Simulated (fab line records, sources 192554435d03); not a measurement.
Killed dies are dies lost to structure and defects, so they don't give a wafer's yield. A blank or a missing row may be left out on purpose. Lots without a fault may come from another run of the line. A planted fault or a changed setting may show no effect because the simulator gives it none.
Which tool did it? | flow n5_finfet | 24 lots, 72 wafers sampled, at 4 steps of a route of 1938

WHAT THE GAUGES READ, wafer by wafer
N5_BEOL_M9_OVL_MEAS_12.
lot  | measured     | on         | M9_OVL (nm)
L074 | day 9 17:13  | overlay-01 | -0.5 -0.8 0.2
L075 | day 10 08:38 | overlay-02 | -0.7 0.7 -0.3
L077 | day 10 12:38 | overlay-01 | -0.7 -1.0 -0.7
L076 | day 10 12:40 | overlay-02 | -1.5 -1.9 -0.9
L079 | day 10 12:43 | overlay-01 | -0.3 -0.5 -0.5
L078 | day 10 15:20 | overlay-02 | -1.2 -0.7 -1.2
L080 | day 11 05:56 | overlay-02 | -0.5 -1.0 -0.3
L082 | day 11 15:26 | overlay-01 | 1.6 0.3 -0.1
L081 | day 11 16:02 | overlay-02 | -0.8 -0.3 0.5
L083 | day 12 00:49 | overlay-02 | -1.1 -2.3 -1.2
L085 | day 12 12:44 | overlay-02 | -0.9 -0.3 -0.7
L086 | day 12 21:58 | overlay-01 | 0.0 -0.6 -0.4
L084 | day 13 00:35 | overlay-02 | 0.3 -0.7 -1.2
L088 | day 13 04:37 | overlay-02 | -0.5 -0.5 -0.7
L087 | day 13 09:35 | overlay-02 | -0.5 -1.0 -0.5
L089 | day 13 12:08 | overlay-02 | 0.2 -0.2 -0.2
L091 | day 13 16:14 | overlay-02 | 0.3 -0.1 0.6
L090 | day 13 19:11 | overlay-02 | -0.5 -0.3 -0.3
L093 | day 14 05:43 | overlay-01 | -0.6 -1.3 0.3
L092 | day 14 14:49 | overlay-01 | -0.6 0.4 -0.3
L094 | day 15 04:27 | overlay-01 | 0.0 -0.7 -1.6
L095 | day 15 07:13 | overlay-01 | -1.7 -2.3 -0.6
L096 | day 15 11:20 | overlay-02 | 0.2 -1.5 -1.5
L097 | day 15 19:43 | overlay-01 | -0.6 0.0 0.0

WHICH TOOL RAN EACH LOT (tool, then ch and the chambers of the sampled wafers, then the start)
lot  | N5_BEOL_M8_ANNEAL_51             | N5_BEOL_M9_PECVD_70             | N5_BEOL_M9_HM_DEP_02
L074 | rtp_anneal-01 ch 0, day 9 13:50  | pecvd-02 ch 0,1, day 9 15:37    | pvd_sputter-01, day 9 16:40
L075 | rtp_anneal-02 ch 0, day 10 05:41 | pecvd-01 ch 0,2, day 10 07:07   | pvd_sputter-03, day 10 08:14
L077 | rtp_anneal-01 ch 0, day 10 07:46 | pecvd-03 ch 0,1,2, day 10 09:34 | pvd_sputter-02, day 10 12:06
L076 | rtp_anneal-02 ch 0, day 10 08:32 | pecvd-03 ch 0,1,2, day 10 09:57 | pvd_sputter-01, day 10 12:12
L079 | rtp_anneal-01 ch 0, day 10 09:13 | pecvd-01 ch 1,2, day 10 10:40   | pvd_sputter-02, day 10 12:12
L078 | rtp_anneal-01 ch 0, day 10 12:49 | pecvd-02 ch 0,2, day 10 14:14   | pvd_sputter-01, day 10 14:56
L080 | rtp_anneal-01 ch 0, day 11 02:27 | pecvd-02 ch 1,2, day 11 03:56   | pvd_sputter-02, day 11 05:24
L082 | rtp_anneal-02 ch 0, day 11 11:53 | pecvd-02 ch 1,2, day 11 13:35   | pvd_sputter-03, day 11 15:02
L081 | rtp_anneal-02 ch 0, day 11 13:04 | pecvd-02 ch 0,2, day 11 14:52   | pvd_sputter-03, day 11 15:38
L083 | rtp_anneal-01 ch 0, day 11 20:46 | pecvd-01 ch 0,2, day 11 22:11   | pvd_sputter-03, day 12 00:17
L085 | rtp_anneal-02 ch 0, day 12 10:19 | pecvd-03 ch 0,1, day 12 11:41   | pvd_sputter-03, day 12 12:20
L086 | rtp_anneal-02 ch 0, day 12 17:58 | pecvd-01 ch 0,1,2, day 12 20:45 | pvd_sputter-02, day 12 21:27
L084 | rtp_anneal-02 ch 0, day 12 21:03 | pecvd-01 ch 1,2, day 12 22:28   | pvd_sputter-03, day 13 00:11
L088 | rtp_anneal-01 ch 0, day 13 00:14 | pecvd-01 ch 0,1, day 13 01:44   | pvd_sputter-01, day 13 04:05
L087 | rtp_anneal-01 ch 0, day 13 07:21 | pecvd-02 ch 0,1,2, day 13 08:53 | pvd_sputter-01, day 13 09:04
L089 | rtp_anneal-01 ch 0, day 13 08:26 | pecvd-02 ch 0,1,2, day 13 09:50 | pvd_sputter-01, day 13 11:36
L091 | rtp_anneal-02 ch 0, day 13 14:02 | pecvd-03 ch 0,1,2, day 13 15:30 | pvd_sputter-02, day 13 15:43
L090 | rtp_anneal-02 ch 0, day 13 14:50 | pecvd-01 ch 2, day 13 16:15     | pvd_sputter-01, day 13 18:40
L093 | rtp_anneal-02 ch 0, day 14 00:43 | pecvd-02 ch 0,1, day 14 02:12   | pvd_sputter-03, day 14 05:11
L092 | rtp_anneal-01 ch 0, day 14 10:28 | pecvd-02 ch 0,2, day 14 11:52   | pvd_sputter-03, day 14 14:25
L094 | rtp_anneal-02 ch 0, day 15 02:16 | pecvd-03 ch 0,2, day 15 03:41   | pvd_sputter-01, day 15 03:55
L095 | rtp_anneal-01 ch 0, day 15 04:51 | pecvd-01 ch 0,1,2, day 15 06:13 | pvd_sputter-01, day 15 06:49
L096 | rtp_anneal-01 ch 0, day 15 08:17 | pecvd-01 ch 1,2, day 15 09:42   | pvd_sputter-03, day 15 10:56
L097 | rtp_anneal-01 ch 0, day 15 16:16 | pecvd-02 ch 1,2, day 15 17:36   | pvd_sputter-02, day 15 19:11
- N5_BEOL_M8_ANNEAL_51: time 90 s.
- N5_BEOL_M9_PECVD_70: deposits SiO2 from TEOS/O2, target thk 20 nm, time 22.7 s.
- N5_BEOL_M9_HM_DEP_02: deposits TiN, target thk 20 nm.

WHAT THE TOOLS THEMSELVES READ (means of the sampled wafers that have a number; where no wafer has one, the mark that the record gives instead)
N5_BEOL_M8_ANNEAL_51.
lot  | tool          | wafer_temp_C_max
L074 | rtp_anneal-01 | 225.7
L075 | rtp_anneal-02 | 226.9
L077 | rtp_anneal-01 | 225.8
L076 | rtp_anneal-02 | 227.1
L079 | rtp_anneal-01 | 225.5
L078 | rtp_anneal-01 | 225.8
L080 | rtp_anneal-01 | 225.5
L082 | rtp_anneal-02 | 226.8
L081 | rtp_anneal-02 | 226.6
L083 | rtp_anneal-01 | 225.9
L085 | rtp_anneal-02 | 226.5
L086 | rtp_anneal-02 | 225.9
L084 | rtp_anneal-02 | 226.7
L088 | rtp_anneal-01 | 225.7
L087 | rtp_anneal-01 | 225.9
L089 | rtp_anneal-01 | 225.6
L091 | rtp_anneal-02 | 226.7
L090 | rtp_anneal-02 | 226.3
L093 | rtp_anneal-02 | 226.4
L092 | rtp_anneal-01 | 225.5
L094 | rtp_anneal-02 | 226.7
L095 | rtp_anneal-01 | 225.6
L096 | rtp_anneal-01 | 225.7
L097 | rtp_anneal-01 | 225.5

N5_BEOL_M9_PECVD_70.
lot  | tool     | heater_power_w (W) | rf_fwd_power_W (W) | showerhead_plenum_p_Torr (Torr) | throttle_valve_pct (%)
L074 | pecvd-02 | 761                | 441.6              | 8.70                            | 24.3
L075 | pecvd-01 | 745                | 444.5              | 8.81                            | 23.1
L077 | pecvd-03 | 782                | 445.1              | 8.85                            | 21.5
L076 | pecvd-03 | 770                | 446.0              | 8.85                            | 21.6
L079 | pecvd-01 | 720                | 442.5              | 8.77                            | 21.5
L078 | pecvd-02 | 688                | 441.6              | 8.78                            | 21.9
L080 | pecvd-02 | 642                | 443.2              | 8.79                            | 22.7
L082 | pecvd-02 | 585                | 441.9              | 8.80                            | 21.8
L081 | pecvd-02 | 718                | 443.7              | 8.77                            | 21.9
L083 | pecvd-01 | 650                | 446.3              | 8.82                            | 22.9
L085 | pecvd-03 | 739                | 446.8              | 8.87                            | 21.4
L086 | pecvd-01 | 693                | 442.7              | 8.80                            | 22.5
L084 | pecvd-01 | 668                | 445.1              | 8.78                            | 21.7
L088 | pecvd-01 | 661                | 443.2              | 8.81                            | 22.4
L087 | pecvd-02 | 748                | 443.0              | 8.75                            | 23.0
L089 | pecvd-02 | 688                | 442.3              | 8.75                            | 23.2
L091 | pecvd-03 | 729                | 444.5              | 8.85                            | 21.7
L090 | pecvd-01 | 725                | 443.5              | 8.77                            | 21.7
L093 | pecvd-02 | 737                | 442.0              | 8.72                            | 24.2
L092 | pecvd-02 | 775                | 442.9              | 8.72                            | 23.6
L094 | pecvd-03 | 786                | 446.5              | 8.85                            | 21.5
L095 | pecvd-01 | 677                | 444.2              | 8.80                            | 22.5
L096 | pecvd-01 | 659                | 443.1              | 8.79                            | 22.0
L097 | pecvd-02 | 593                | 443.8              | 8.78                            | 22.9

N5_BEOL_M9_HM_DEP_02.
lot  | tool           | throttle_valve_pct (%)
L074 | pvd_sputter-01 | 30.6
L075 | pvd_sputter-03 | 29.9
L077 | pvd_sputter-02 | 30.4
L076 | pvd_sputter-01 | 29.4
L079 | pvd_sputter-02 | 29.7
L078 | pvd_sputter-01 | 29.4
L080 | pvd_sputter-02 | 30.7
L082 | pvd_sputter-03 | 29.1
L081 | pvd_sputter-03 | 30.5
L083 | pvd_sputter-03 | 30.0
L085 | pvd_sputter-03 | 29.9
L086 | pvd_sputter-02 | 29.8
L084 | pvd_sputter-03 | 29.8
L088 | pvd_sputter-01 | 29.4
L087 | pvd_sputter-01 | 30.5
L089 | pvd_sputter-01 | 30.6
L091 | pvd_sputter-02 | 29.8
L090 | pvd_sputter-01 | 30.0
L093 | pvd_sputter-03 | 30.8
L092 | pvd_sputter-03 | 30.8
L094 | pvd_sputter-01 | 30.6
L095 | pvd_sputter-01 | 30.8
L096 | pvd_sputter-03 | 30.5
L097 | pvd_sputter-02 | 30.3

THE ANSWER, worked out from the rows above alone
Rule: what is usual is taken from the lots themselves. Put in order of their means at a reading, lots are off if they are a third of the lots or fewer, leave a main group of 4 or more, and stand apart from it by a gap of 3 or more times the standard deviation of the main group's means; of several such gaps the widest counts. A main group whose means are all the same, to the digits that the tables above print for the reading, isn't used. A lot without any number at a reading at which 4 lots or more have one is off too. The other lots that the step has rows for count as sound. The gauges are gone through in route order, then the tools' own readings, and for those a lot's mean is taken as printed above. The first step at which some lot is off is used, and at that step the reading that is off furthest; a lot without a number counts as furthest.
No lot is off at any reading shown: from this, nothing can be told.

WHAT THE SIMULATOR HAD PUT IN
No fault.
